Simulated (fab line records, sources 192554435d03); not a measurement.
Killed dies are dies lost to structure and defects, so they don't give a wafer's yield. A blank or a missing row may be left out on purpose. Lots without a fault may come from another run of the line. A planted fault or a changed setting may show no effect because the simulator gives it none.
A struck lot beside a sound one | flow n5_finfet | 23 steps out of a route of 1938
Sound: wafers L983.4, L983.5, L983.6. Struck: wafers L995.1, L995.3, L995.5. The cause comes at the end.
At each step with rows: each side's tool, then ch and its chambers, then its first start. Under that, the readings that differ: sound wafers | struck wafers | difference of the means | sigmas: that difference in standard deviations of wafers without a fault.
alike: readings whose means differ by less than 2 such deviations, and words and numbers that are the same on both sides. not compared: withheld readings, readings that some wafer has no value for, bounds like >300 that may hide the same value, and numbers for which the record gives no deviation and whose values overlap.
The two part at a step that has a row with sigmas, a row that says differs or no value, or rows on one side only. Numbers that don't overlap but have no deviation are shown without sigmas and don't part them. A reading that every wafer of one side lacks parts them only if that side has two wafers or more.

first, 11 steps without rows for these wafers: N5_BEOL_M0_SAQP_STRIP_113 (strips in CHF3/O2); N5_BEOL_M0_SAQP_MANDREL_ETCH_20 (etches a-Si in HBr/Cl2, stops on SiNx, target depth 60 nm, bt time 10 s, time 30 s); N5_BEOL_M0_SAQP_STRIP_86 (strips in N2/H2); N5_BEOL_M0_SAQP_STRIP_115 (strips in post etch residue remover, time 60 s); N5_BEOL_M0_SAQP_SRD_93 (time 30 s); N5_BEOL_M0_SAQP_RECESS_114 (chemistry HF/NH3, target SiO2, target depth 14.4 nm, afs cycles 3, sublimation time 60 s); N5_BEOL_M0_SAQP_SPACER1_ALD_98 (deposits SiO2, target thk 12.8 nm, pulse time 1 s, purge time 2 s); N5_BEOL_M0_SAQP_SPACER1_ETCHBACK_99 (etches SiO2 in CHF3/O2, target depth 15.4 nm, time 7.7 s); N5_BEOL_M0_SAQP_MANDREL1_REMOVE_100 (chemistry HBr/Cl2/O2, target a-Si, stops on SiNx, bt time 10 s); N5_BEOL_M0_SAQP_ETCH_101 (etches SiNx in CH3F/O2, target depth 29.9 nm, time 42.7 s); N5_BEOL_M0_SAQP_ETCH_102 (etches SiO2 in CF4, target depth 4 nm, time 4.4 s).
N5_BEOL_M0_SAQP_MANDREL_ETCH_103: etches a-Si in HBr/Cl2, stops on SiCN, target depth 45 nm, bt time 10 s, time 27 s.
  sound on rie_si-03 ch 0,2,3, day 6 19:34; struck on rie_si-04 ch 0,2, day 10 00:06
  no value came back on the struck wafers for any of 6 readings (HBr_flow_sccm (sccm), bias_w (W) and others); on the sound wafers HBr_flow_sccm (sccm) reads 150.2 149.7 149.8
  reading                                         | sound       | struck       | difference | sigmas
  model.SiCN_of_BEOL_M0_SAQP_PECVD_03.thk_nm (nm) | 9.4 9.2 9.2 | 12 11.8 12.2 | +3         |
  not compared: rf_hours_counter_h
then, 2 steps without rows for these wafers: N5_BEOL_M0_SAQP_RECESS_104 (chemistry HF/NH3, target SiO2, target depth 18 nm, afs cycles 3, sublimation time 60 s); N5_BEOL_M0_SAQP_COAT_105 (time 60 s, resist thk 100 nm).
N5_BEOL_M0_SAQP_ETCH_106: etches SOC in N2/H2, stops on SiNx, target depth 150 nm.
  sound on rie_diel-03 ch 0,2,3, day 6 20:04; struck on rie_diel-03 ch 0,1,2, day 10 00:38
  reading               | sound          | struck         | difference | sigmas
  oes_product_au (a.u.) | 0.67 0.73 0.84 | 0.35 0.26 0.25 | -0.46      | -6
  alike: bias_w, chamber_pressure_mTorr, drypump_motor_current_A, rf_fwd_power_W, rf_vpp_V, showerhead_plenum_p_Torr, throttle_valve_pct
  not compared: rf_hours_counter_h
then, 2 steps without rows for these wafers: N5_BEOL_M0_SAQP_ETCH_107 (etches SiNx in CH3F/O2, target depth 30 nm); N5_BEOL_M0_SAQP_STRIP_108 (strips in N2/H2).
N5_BEOL_M0_SAQP_RECESS_109: chemistry HF/NH3, target SiO2, target depth 3 nm, afs cycles 1, sublimation time 60 s.
  sound on vapor_etch-02 ch 0,1, day 6 20:16; struck on vapor_etch-01 ch 0,1, day 10 00:47
  reading                                         | sound | struck         | difference | sigmas
  model.SiCN_of_BEOL_M0_SAQP_PECVD_03.thk_nm (nm) | 9 9 9 | 11.6 11.4 11.8 | +2.6       |
  alike: drypump_motor_current_A
then, 1 step without rows for these wafers: N5_BEOL_M0_SAQP_SPACER2_ALD_26 (deposits SiO2, target thk 15 nm, pulse time 1 s, purge time 2 s).
N5_BEOL_M0_SAQP_SPACER2_ETCHBACK_27: etches SiO2 in CHF3/O2, target depth 22.5 nm, time 11.25 s.
  sound on rie_diel-03 ch 1,2, day 6 21:01; struck on rie_diel-05 ch 0,3, day 10 01:29
  reading               | sound          | struck         | difference | sigmas
  oes_product_au (a.u.) | 0.66 0.68 0.67 | 0.36 0.26 0.26 | -0.38      | -4
  alike: CHF3_flow_sccm, drypump_motor_current_A, rf_fwd_power_W, rf_vpp_V, showerhead_plenum_p_Torr, throttle_valve_pct
  not compared: rf_hours_counter_h
then, 1 step without rows for these wafers: N5_BEOL_M0_SAQP_MANDREL2_REMOVE_110 (chemistry HBr/Cl2/O2, target a-Si, stops on SiCN, bt time 10 s).
N5_BEOL_M4_RC_MEAS_101:
  the record has rows for the sound wafers here (prober-02 ch 0, day 11 02:08) and none for the struck ones
-- the record jumps here: 9 days lie between the struck wafers' starts before and after (it left off in module BEOL_M4 and takes up again in module PASSIVATION, whose first step shown is number 1936 of the route) --
N5_PASSIVATION_PROBE_49:
  sound on prober-01, day 15 05:14; struck on prober-02, day 19 02:40
  reading                  | sound | struck         | difference | sigmas
  defect_limited_yield (%) | 91.6  | 0 0 0          | -92        | -65
  killed_at_M0_to_M3       | 27    | 1101 1129 1124 | +1091      | +99 or more
  killed_dies              | 99    | 1180 1180 1180 | +1081      | +64
  killed_on_rim            | 18    | 152 152 152    | +134       | +31
  sort_bin_5_function (%)  | 4.9   | 97.0 97.6 96.9 | +92.3      | +95
  sort_n_pass              | 1080  | 0 0 0          | -1080      | -64
  sort_yield_pct (%)       | 91.5  | 0 0 0          | -92        | -65
  alike: killed_at_M4_up, killed_at_contacts, killed_at_front_end, killed_at_other, killed_open, killed_short, sort_bin_6_memory, sort_bin_8_speed

WHERE THEY PART
First at N5_BEOL_M0_SAQP_MANDREL_ETCH_103; last, within this record, at N5_PASSIVATION_PROBE_49.

WHY: what the simulator had put in
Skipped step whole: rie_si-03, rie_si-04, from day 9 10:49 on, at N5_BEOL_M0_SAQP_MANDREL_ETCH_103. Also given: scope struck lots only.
